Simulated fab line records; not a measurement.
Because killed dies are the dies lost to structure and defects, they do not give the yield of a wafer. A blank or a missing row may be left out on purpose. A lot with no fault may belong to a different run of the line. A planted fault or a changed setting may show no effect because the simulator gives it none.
Which tool was responsible? | flow nand_harc | Sampling: 24 lots, 72 wafers, 6 of 1302 route steps

WHAT THE GAUGES READ, wafer by wafer
Not one reading of a measure or inspect step in the record can be checked against a usual standard deviation.

WHICH TOOL RAN EACH LOT (tool, then ch and the chambers of the sampled wafers, then the start)
lot  | NHARC_A_STAIRCASE_TRIM_229         | NHARC_A_STAIRCASE_HM_DEP_456  | NHARC_A_STAIRCASE_DESCUM_270       | NHARC_A_STAIRCASE_ETCH_273                    | NHARC_A_STAIRCASE_DESCUM_291       | NHARC_A_STAIRCASE_HM_DEP_462
L074 | rie_diel-13 ch 1,2, day 15 19:44   | acl_dep-02 ch 0, day 15 23:17 | rie_diel-13 ch 1,3, day 16 02:09   | rie_diel-13 ch 0,3, day 16 09:03 or earlier   | rie_diel-09 ch 1,2, day 16 09:03   | acl_dep-03 ch 0, day 16 17:06
L075 | rie_diel-13 ch 0,1,3, day 16 05:35 | acl_dep-02 ch 0, day 16 14:05 | rie_diel-12 ch 0,1,3, day 16 16:31 | rie_diel-12 ch 1,2,3, day 16 23:40 or earlier | rie_diel-12 ch 0,2,3, day 16 23:40 | acl_dep-03 ch 0, day 17 03:29
L077 | rie_diel-09 ch 0,2, day 17 00:41   | acl_dep-02 ch 0, day 17 05:31 | rie_diel-13 ch 0,2, day 17 08:29   | rie_diel-13 ch 1,3, day 17 16:10 or earlier   | rie_diel-13 ch 0,3, day 17 16:10   | acl_dep-02 ch 0, day 17 21:02
L078 | rie_diel-13 ch 0,2, day 17 01:23   | acl_dep-01 ch 0, day 17 05:53 | rie_diel-09 ch 1,3, day 17 08:46   | rie_diel-09 ch 0,2,3, day 17 14:36 or earlier | rie_diel-09 ch 1,2,3, day 17 14:36 | acl_dep-01 ch 0, day 17 17:08
L076 | rie_diel-09 ch 1,2,3, day 17 23:46 | acl_dep-01 ch 0, day 18 06:02 | rie_diel-12 ch 0,1,3, day 18 08:46 | rie_diel-12 ch 1,2,3, day 18 16:45 or earlier | rie_diel-13 ch 0,1,2, day 18 16:45 | acl_dep-03 ch 0, day 18 20:14
L079 | rie_diel-09 ch 1,2,3, day 18 06:04 | acl_dep-03 ch 0, day 18 09:53 | rie_diel-09 ch 1,2, day 18 12:35   | rie_diel-09 ch 0,2, day 18 21:14 or earlier   | rie_diel-12 ch 0,3, day 18 21:14   | acl_dep-03 ch 0, day 19 00:13
L080 | rie_diel-09 ch 1,2, day 18 08:24   | acl_dep-01 ch 0, day 18 14:01 | rie_diel-12 ch 0,1,2, day 18 16:52 | rie_diel-12 ch 0,3, day 19 00:56 or earlier   | rie_diel-09 ch 0,1,3, day 19 00:56 | acl_dep-03 ch 0, day 19 05:24
L081 | rie_diel-13 ch 2,3, day 19 06:19   | acl_dep-02 ch 0, day 19 09:55 | rie_diel-13 ch 2,3, day 19 12:39   | rie_diel-13 ch 1,2, day 19 18:34 or earlier   | rie_diel-13 ch 0,3, day 19 18:34   | acl_dep-03 ch 0, day 19 20:59
L082 | rie_diel-09 ch 0,2, day 19 06:55   | acl_dep-02 ch 0, day 19 11:47 | rie_diel-13 ch 0,1,3, day 19 14:37 | rie_diel-13 ch 2,3, day 19 20:45 or earlier   | rie_diel-13 ch 0,1,3, day 19 20:45 | acl_dep-01 ch 0, day 20 00:22
L083 | rie_diel-13 ch 0,3, day 19 18:44   | acl_dep-03 ch 0, day 20 01:04 | rie_diel-12 ch 1,2, day 20 03:41   | rie_diel-12 ch 1,3, day 20 12:32 or earlier   | rie_diel-09 ch 1,2,3, day 20 12:32 | acl_dep-01 ch 0, day 20 19:14
L085 | rie_diel-09 ch 0,1, day 20 10:41   | acl_dep-03 ch 0, day 20 19:08 | rie_diel-09 ch 0,2,3, day 20 21:33 | rie_diel-09 ch 0,2,3, day 21 04:55 or earlier | rie_diel-12 ch 1,2, day 21 04:55   | acl_dep-02 ch 0, day 21 12:40
L084 | rie_diel-13 ch 0,3, day 20 11:01   | acl_dep-02 ch 0, day 20 19:47 | rie_diel-13 ch 2,3, day 20 22:37   | rie_diel-13 ch 0,1,2, day 21 09:40 or earlier | rie_diel-13 ch 0,1,2, day 21 09:40 | acl_dep-01 ch 0, day 21 14:47
L086 | rie_diel-09 ch 1,2, day 21 04:22   | acl_dep-01 ch 0, day 21 13:14 | rie_diel-09 ch 1,2,3, day 21 15:50 | rie_diel-09 ch 0,1,3, day 21 22:08 or earlier | rie_diel-13 ch 0,1,3, day 21 22:08 | acl_dep-02 ch 0, day 22 03:43
L087 | rie_diel-12 ch 1,2,3, day 21 17:45 | acl_dep-02 ch 0, day 21 21:37 | rie_diel-13 ch 0,1,3, day 22 00:16 | rie_diel-13 ch 0,1,2, day 22 08:28 or earlier | rie_diel-12 ch 0,1,2, day 22 08:28 | acl_dep-02 ch 0, day 22 11:01
L089 | rie_diel-12 ch 0,1,2, day 22 12:13 | acl_dep-03 ch 0, day 22 15:48 | rie_diel-12 ch 0,1,3, day 22 18:31 | rie_diel-12 ch 0,1,2, day 23 02:45 or earlier | rie_diel-12 ch 0,1,3, day 23 02:45 | acl_dep-03 ch 0, day 23 05:02
L088 | rie_diel-09 ch 0,2,3, day 22 13:34 | acl_dep-01 ch 0, day 22 19:03 | rie_diel-12 ch 0,1,2, day 22 21:11 | rie_diel-12 ch 1,3, day 23 03:49 or earlier   | rie_diel-13 ch 1,2,3, day 23 03:49 | acl_dep-02 ch 0, day 23 06:43
L090 | rie_diel-13 ch 0,1,3, day 23 08:37 | acl_dep-02 ch 0, day 23 16:16 | rie_diel-13 ch 0,1,2, day 23 18:12 | rie_diel-13 ch 1,2, day 24 00:38 or earlier   | rie_diel-09 ch 0,2,3, day 24 00:38 | acl_dep-02 ch 0, day 24 08:01
L091 | rie_diel-12 ch 0,1,3, day 23 09:52 | acl_dep-01 ch 0, day 23 14:04 | rie_diel-09 ch 0,1,3, day 23 16:54 | rie_diel-09 ch 0,2,3, day 23 22:46 or earlier | rie_diel-13 ch 0,2,3, day 23 22:46 | acl_dep-03 ch 0, day 24 05:46
L092 | rie_diel-09 ch 0,1,3, day 23 20:55 | acl_dep-02 ch 0, day 24 05:33 | rie_diel-09 ch 0,2,3, day 24 08:07 | rie_diel-09 ch 0,1,2, day 24 17:55 or earlier | rie_diel-09 ch 0,2, day 24 17:55   | acl_dep-02 ch 0, day 24 20:28
L095 | rie_diel-12 ch 0,1,3, day 24 13:37 | acl_dep-03 ch 0, day 24 18:27 | rie_diel-12 ch 1,2,3, day 24 21:14 | rie_diel-12 ch 2,3, day 25 03:04 or earlier   | rie_diel-13 ch 1,2, day 25 03:04   | acl_dep-03 ch 0, day 25 08:29
L094 | rie_diel-12 ch 1,2, day 24 19:40   | acl_dep-02 ch 0, day 24 23:33 | rie_diel-12 ch 0,3, day 25 01:56   | rie_diel-12 ch 0,1, day 25 07:47 or earlier   | rie_diel-12 ch 2,3, day 25 07:47   | acl_dep-03 ch 0, day 25 10:38
L093 | rie_diel-13 ch 0,3, day 25 01:09   | acl_dep-02 ch 0, day 25 06:03 | rie_diel-13 ch 0,3, day 25 08:46   | rie_diel-13 ch 1,2,3, day 25 14:34 or earlier | rie_diel-09 ch 1,2, day 25 14:34   | acl_dep-02 ch 0, day 25 20:30
L096 | rie_diel-12 ch 1,2,3, day 25 05:47 | acl_dep-02 ch 0, day 25 09:37 | rie_diel-12 ch 0,1,2, day 25 12:29 | rie_diel-12 ch 2,3, day 25 21:35 or earlier   | rie_diel-09 ch 0,1,2, day 25 21:35 | acl_dep-03 ch 0, day 26 00:25
L097 | rie_diel-09 ch 1,2,3, day 25 13:02 | acl_dep-01 ch 0, day 25 20:22 | rie_diel-13 ch 1,2,3, day 25 23:05 | rie_diel-13 ch 0,1,3, day 26 05:14 or earlier | rie_diel-12 ch 2,3, day 26 05:14   | acl_dep-01 ch 0, day 26 07:37
- NHARC_A_STAIRCASE_TRIM_229: chemistry O2, time 211.2 s.
- NHARC_A_STAIRCASE_HM_DEP_456: deposits aC, target thk 3100 nm.
- NHARC_A_STAIRCASE_DESCUM_270: chemistry O2, time 3 s.
- NHARC_A_STAIRCASE_ETCH_273: etches the open film in C4F8/O2/Ar, target depth 10200 nm, time 2468.6 s.
- NHARC_A_STAIRCASE_DESCUM_291: chemistry O2, time 3 s.
- NHARC_A_STAIRCASE_HM_DEP_462: deposits aC, target thk 800 nm.

WHAT THE TOOLS THEMSELVES READ (means of the sampled wafers that have a number; where no wafer has one, the mark that the record gives instead)
NHARC_A_STAIRCASE_TRIM_229. Usual: drypump_motor_current_A 5.7 A, standard deviation 0.6; oes_product_au 1.001 a.u., standard deviation 0.0073; rf_vpp_V 57.7 V, standard deviation 0.87; showerhead_plenum_p_Torr 3.51 Torr, standard deviation 0.15; throttle_valve_pct 17.037 %, standard deviation 0.0084.
lot  | tool        | drypump_motor_current_A (A) | oes_product_au (a.u.) | rf_vpp_V (V) | showerhead_plenum_p_Torr (Torr) | throttle_valve_pct (%) | flag
L074 | rie_diel-13 | 5.4                         | 1.003                 | 58.0         | 3.46                            | 17.041                 |
L075 | rie_diel-13 | 5.6                         | 1.011                 | 57.6         | 3.51                            | 17.040                 |
L077 | rie_diel-09 | 5.4                         | 1.002                 | 58.4         | 3.53                            | 17.037                 |
L078 | rie_diel-13 | 6.3                         | 1.010                 | 58.5         | 3.37                            | 17.036                 |
L076 | rie_diel-09 | 5.9                         | 0.996                 | 56.8         | 3.50                            | 17.037                 |
L079 | rie_diel-09 | 5.9                         | 0.998                 | 57.9         | 3.50                            | 17.036                 |
L080 | rie_diel-09 | 5.6                         | 1.004                 | 57.6         | 3.38                            | 17.034                 |
L081 | rie_diel-13 | 5.5                         | 1.006                 | 57.6         | 3.46                            | 17.039                 |
L082 | rie_diel-09 | 5.4                         | 0.996                 | 57.5         | 3.53                            | 17.042                 |
L083 | rie_diel-13 | 6.0                         | 1.005                 | 57.6         | 3.45                            | 17.043                 |
L085 | rie_diel-09 | 5.4                         | 1.003                 | 56.9         | 3.34                            | 17.028                 |
L084 | rie_diel-13 | 6.0                         | 1.011                 | 58.3         | 3.45                            | 17.038                 |
L086 | rie_diel-09 | 5.7                         | 0.997                 | 57.4         | 3.47                            | 17.036                 |
L087 | rie_diel-12 | 5.9                         | 1.007                 | 58.0         | 3.51                            | 17.034                 |
L089 | rie_diel-12 | 5.4                         | 0.994                 | 58.0         | 3.54                            | 17.045                 |
L088 | rie_diel-09 | 5.8                         | 1.001                 | 58.0         | 3.56                            | 17.038                 |
L090 | rie_diel-13 | 5.6                         | 0.994                 | 57.9         | 3.48                            | 17.032                 |
L091 | rie_diel-12 | 5.4                         | 0.999                 | 58.5         | 3.65                            | 17.033                 |
L092 | rie_diel-09 | 5.7                         | 1.006                 | 57.5         | 3.64                            | 17.038                 |
L095 | rie_diel-12 | 5.4                         | 0.995                 | 58.2         | 3.65                            | 17.041                 |
L094 | rie_diel-12 | 5.9                         | 1.004                 | 57.2         | 3.38                            | 17.038                 |
L093 | rie_diel-13 | 5.5                         | 0.998                 | 57.0         | 3.52                            | 17.041                 |
L096 | rie_diel-12 | 5.8                         | 1.002                 | 57.1         | 3.50                            | 17.048                 |
L097 | rie_diel-09 | 5.9                         | 1.002                 | 59.0         | 3.65                            | 17.032                 |

NHARC_A_STAIRCASE_HM_DEP_456. Usual: throttle_valve_pct reads 35.002 % (standard deviation 0.0088).
lot  | tool       | throttle_valve_pct (%) | flag
L074 | acl_dep-02 | 35.004                 |
L075 | acl_dep-02 | 35.000                 |
L077 | acl_dep-02 | 35.013                 |
L078 | acl_dep-01 | 35.002                 |
L076 | acl_dep-01 | 35.002                 |
L079 | acl_dep-03 | 35.006                 |
L080 | acl_dep-01 | 35.002                 |
L081 | acl_dep-02 | 35.003                 |
L082 | acl_dep-02 | 34.997                 |
L083 | acl_dep-03 | 35.013                 |
L085 | acl_dep-03 | 35.001                 |
L084 | acl_dep-02 | 34.991                 |
L086 | acl_dep-01 | 35.003                 |
L087 | acl_dep-02 | 35.007                 |
L089 | acl_dep-03 | 34.999                 |
L088 | acl_dep-01 | 35.002                 |
L090 | acl_dep-02 | 35.006                 |
L091 | acl_dep-01 | 35.002                 |
L092 | acl_dep-02 | 34.993                 |
L095 | acl_dep-03 | 34.997                 |
L094 | acl_dep-02 | 35.006                 |
L093 | acl_dep-02 | 35.009                 |
L096 | acl_dep-02 | 35.005                 |
L097 | acl_dep-01 | 35.008                 |

NHARC_A_STAIRCASE_DESCUM_270. Usual: drypump_motor_current_A 5.6 A, standard deviation 0.62; oes_product_au 1.003 a.u., standard deviation 0.007; rf_vpp_V 57.6 V, standard deviation 0.92; showerhead_plenum_p_Torr 1.90 Torr, standard deviation 0.092; throttle_valve_pct 11.312 %, standard deviation 0.0095.
lot  | tool        | drypump_motor_current_A (A) | oes_product_au (a.u.) | rf_vpp_V (V) | showerhead_plenum_p_Torr (Torr) | throttle_valve_pct (%) | flag
L074 | rie_diel-13 | 5.2                         | 1.008                 | 57.6         | 1.93                            | 11.310                 |
L075 | rie_diel-12 | 5.4                         | 1.003                 | 57.4         | 1.90                            | 11.321                 |
L077 | rie_diel-13 | 6.0                         | 1.004                 | 57.5         | 1.83                            | 11.315                 |
L078 | rie_diel-09 | 5.8                         | 1.009                 | 58.0         | 1.84                            | 11.316                 |
L076 | rie_diel-12 | 5.4                         | 1.001                 | 57.7         | 1.89                            | 11.308                 |
L079 | rie_diel-09 | 5.6                         | 1.001                 | 56.9         | 1.83                            | 11.315                 |
L080 | rie_diel-12 | 5.4                         | 1.007                 | 58.1         | 1.82                            | 11.312                 |
L081 | rie_diel-13 | 5.2                         | 0.999                 | 57.9         | 1.93                            | 11.319                 |
L082 | rie_diel-13 | 5.5                         | 1.000                 | 58.0         | 1.89                            | 11.320                 |
L083 | rie_diel-12 | 5.3                         | 1.007                 | 57.4         | 1.86                            | 11.317                 |
L085 | rie_diel-09 | 5.8                         | 1.001                 | 58.3         | 1.94                            | 11.307                 |
L084 | rie_diel-13 | 5.5                         | 0.995                 | 58.8         | 1.87                            | 11.303                 |
L086 | rie_diel-09 | 5.9                         | 1.004                 | 57.8         | 1.89                            | 11.305                 |
L087 | rie_diel-13 | 5.5                         | 1.003                 | 57.5         | 1.89                            | 11.309                 |
L089 | rie_diel-12 | 5.4                         | 1.003                 | 57.3         | 1.99                            | 11.309                 |
L088 | rie_diel-12 | 5.4                         | 1.001                 | 57.6         | 1.92                            | 11.310                 |
L090 | rie_diel-13 | 5.8                         | 1.013                 | 57.3         | 1.83                            | 11.305                 |
L091 | rie_diel-09 | 5.7                         | 1.010                 | 57.6         | 1.97                            | 11.329                 |
L092 | rie_diel-09 | 5.8                         | 1.004                 | 57.7         | 1.93                            | 11.310                 |
L095 | rie_diel-12 | 5.9                         | 1.002                 | 56.4         | 1.90                            | 11.316                 |
L094 | rie_diel-12 | 5.8                         | 0.998                 | 57.8         | 2.03                            | 11.306                 |
L093 | rie_diel-13 | 5.5                         | 0.993                 | 57.5         | 1.91                            | 11.309                 |
L096 | rie_diel-12 | 5.4                         | 1.005                 | 57.6         | 1.91                            | 11.307                 |
L097 | rie_diel-13 | 5.3                         | 1.000                 | 56.9         | 1.88                            | 11.313                 |

NHARC_A_STAIRCASE_ETCH_273. Usual: oes_product_au 0.940 a.u., standard deviation 0.0098; rf_vpp_V 1825 V, standard deviation 12.
lot  | tool        | oes_product_au (a.u.) | rf_vpp_V (V) | flag
L074 | rie_diel-13 | 0.943                 | 1823         |
L075 | rie_diel-12 | 0.928                 | 1827         |
L077 | rie_diel-13 | 0.938                 | 1832         |
L078 | rie_diel-09 | 0.935                 | 1831         |
L076 | rie_diel-12 | 0.944                 | 1826         |
L079 | rie_diel-09 | 0.947                 | 1829         |
L080 | rie_diel-12 | 0.935                 | 1829         |
L081 | rie_diel-13 | 0.948                 | 1817         |
L082 | rie_diel-13 | 0.945                 | 1828         |
L083 | rie_diel-12 | 0.939                 | 1828         |
L085 | rie_diel-09 | 0.940                 | 1830         |
L084 | rie_diel-13 | 0.933                 | 1818         |
L086 | rie_diel-09 | 0.946                 | 1822         |
L087 | rie_diel-13 | 0.957                 | 1816         |
L089 | rie_diel-12 | 0.938                 | 1829         |
L088 | rie_diel-12 | 0.930                 | 1828         |
L090 | rie_diel-13 | 0.943                 | 1819         |
L091 | rie_diel-09 | 0.940                 | 1828         |
L092 | rie_diel-09 | 0.925                 | 1833         |
L095 | rie_diel-12 | 0.940                 | 1822         |
L094 | rie_diel-12 | 0.951                 | 1837         |
L093 | rie_diel-13 | 0.949                 | 1822         |
L096 | rie_diel-12 | 0.932                 | 1821         |
L097 | rie_diel-13 | 0.942                 | 1822         |

NHARC_A_STAIRCASE_DESCUM_291. Usual: drypump_motor_current_A 5.7 A, standard deviation 0.6; oes_product_au 1.001 a.u., standard deviation 0.0075; rf_vpp_V 57.8 V, standard deviation 0.89; showerhead_plenum_p_Torr 1.90 Torr, standard deviation 0.088; throttle_valve_pct 11.311 %, standard deviation 0.0093.
lot  | tool        | drypump_motor_current_A (A) | oes_product_au (a.u.) | rf_vpp_V (V) | showerhead_plenum_p_Torr (Torr) | throttle_valve_pct (%) | flag
L074 | rie_diel-09 | 5.6                         | 0.992                 | 58.0         | 1.89                            | 11.315                 |
L075 | rie_diel-12 | 5.9                         | 1.005                 | 57.6         | 1.88                            | 11.310                 |
L077 | rie_diel-13 | 5.9                         | 0.999                 | 58.1         | 1.88                            | 11.305                 |
L078 | rie_diel-09 | 5.9                         | 1.000                 | 56.8         | 1.90                            | 11.312                 |
L076 | rie_diel-13 | 5.9                         | 1.007                 | 57.4         | 1.84                            | 11.315                 |
L079 | rie_diel-12 | 5.4                         | 0.999                 | 57.9         | 1.85                            | 11.309                 |
L080 | rie_diel-09 | 5.7                         | 0.996                 | 56.8         | 1.88                            | 11.320                 |
L081 | rie_diel-13 | 5.5                         | 1.005                 | 58.5         | 1.92                            | 11.307                 |
L082 | rie_diel-13 | 5.6                         | 1.003                 | 57.6         | 1.89                            | 11.311                 |
L083 | rie_diel-09 | 5.9                         | 1.005                 | 58.8         | 1.89                            | 11.307                 |
L085 | rie_diel-12 | 5.9                         | 1.007                 | 58.0         | 1.84                            | 11.306                 |
L084 | rie_diel-13 | 5.8                         | 0.994                 | 57.7         | 1.83                            | 11.321                 |
L086 | rie_diel-13 | 5.5                         | 1.005                 | 56.9         | 1.89                            | 11.308                 |
L087 | rie_diel-12 | 5.4                         | 1.008                 | 57.8         | 1.92                            | 11.325                 |
L089 | rie_diel-12 | 5.4                         | 1.002                 | 58.5         | 1.99                            | 11.308                 |
L088 | rie_diel-13 | 5.3                         | 1.005                 | 58.3         | 1.89                            | 11.301                 |
L090 | rie_diel-09 | 5.8                         | 1.012                 | 57.8         | 1.93                            | 11.309                 |
L091 | rie_diel-13 | 5.7                         | 0.993                 | 57.0         | 1.86                            | 11.315                 |
L092 | rie_diel-09 | 5.5                         | 0.999                 | 57.9         | 1.91                            | 11.308                 |
L095 | rie_diel-13 | 5.6                         | 1.002                 | 58.3         | 1.83                            | 11.306                 |
L094 | rie_diel-12 | 6.3                         | 0.992                 | 57.1         | 1.94                            | 11.303                 |
L093 | rie_diel-09 | 5.6                         | 1.004                 | 58.9         | 1.98                            | 11.313                 |
L096 | rie_diel-09 | 5.5                         | 1.000                 | 57.7         | 1.96                            | 11.320                 |
L097 | rie_diel-12 | 6.3                         | 1.001                 | 57.1         | 1.94                            | 11.305                 |

NHARC_A_STAIRCASE_HM_DEP_462. Usual: throttle_valve_pct reads 35.001 % (standard deviation 0.0093).
lot  | tool       | throttle_valve_pct (%) | flag
L074 | acl_dep-03 | 34.997                 |
L075 | acl_dep-03 | 35.007                 |
L077 | acl_dep-02 | 35.002                 |
L078 | acl_dep-01 | 34.999                 |
L076 | acl_dep-03 | 35.009                 |
L079 | acl_dep-03 | 35.000                 |
L080 | acl_dep-03 | 35.008                 |
L081 | acl_dep-03 | 35.000                 |
L082 | acl_dep-01 | 34.999                 |
L083 | acl_dep-01 | 35.003                 |
L085 | acl_dep-02 | 34.994                 |
L084 | acl_dep-01 | 35.001                 |
L086 | acl_dep-02 | 34.997                 |
L087 | acl_dep-02 | 35.002                 |
L089 | acl_dep-03 | 35.005                 |
L088 | acl_dep-02 | 35.000                 |
L090 | acl_dep-02 | 35.007                 |
L091 | acl_dep-03 | 35.002                 |
L092 | acl_dep-02 | 34.995                 |
L095 | acl_dep-03 | 35.002                 |
L094 | acl_dep-03 | 35.002                 |
L093 | acl_dep-02 | 34.995                 |
L096 | acl_dep-03 | 34.999                 |
L097 | acl_dep-01 | 35.009                 |

THE ANSWER, worked out from the rows above alone
Rule: lot off if the mean of its wafers having a number is beyond 3 standard deviations from the usual mean. A lot without any number at a reading at which 4 lots or more have one is off too. Where the step has rows for the other lots, those lots are counted as sound. Order of review: gauges by route order, followed by the tools' own readings, for which a lot's mean as printed above is used. The first step at which some lot is off is used, and at that step the reading that is off furthest; a lot without a number counts as furthest.
Nothing can be told from this: no lot is off at any reading shown.

WHAT THE SIMULATOR HAD INSERTED
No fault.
